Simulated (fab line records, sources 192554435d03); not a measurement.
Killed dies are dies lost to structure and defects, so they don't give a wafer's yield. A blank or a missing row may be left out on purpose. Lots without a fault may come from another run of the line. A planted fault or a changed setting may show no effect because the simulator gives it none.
Chamber matching | flow n5_finfet | N5_STI_FIN_REVEAL_ALD_00 on ald_sin-04: 4 sister chambers
The step deposits SiO2, target thk 1 nm, pulse time 1 s. 4 wafers are shown with their chamber, then 7 later ones without.

WAFERS WITH THEIR CHAMBER
wafer  | chamber | heater_power_w (W)
L084.1 | 1       | 503
L084.4 | 2       | 514
L090.1 | 3       | 439
L090.3 | 0       | 411

WAFERS WITHOUT THEIR CHAMBER
wafer  | heater_power_w (W)
L090.6 | 510
L094.3 | 406
L094.4 | 520
L094.6 | 512
L097.2 | 407
L097.3 | 514
L097.5 | 503

WHICH CHAMBER EACH WENT THROUGH
wafer  | from the rows above     | in truth
L090.6 | can't be placed: 2 or 1 | 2
L094.3 | 0                       | 0
L094.4 | 2                       | 2
L094.6 | can't be placed: 2 or 1 | 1
L097.2 | 0                       | 0
L097.3 | 2                       | 2
L097.5 | 1                       | 1
Placed correctly: 5 of 7. Can't be placed from these rows: 2 (the true chamber is among the candidates in 2). Placed wrongly: 0.
How it was worked out, from the rows above alone: a wafer's distance from a chamber is the root of the sum, over the readings, of the square of ((its reading less the chamber's mean) divided by the reading's scatter). The wafer belongs to the nearest chamber; if the next one is less than 2 further off, it can't be placed. A chamber's mean is the mean of its shown wafers. The scatter: with one shown wafer a chamber, the root of the mean of the squares of how far each hidden wafer lies from its nearest shown one.
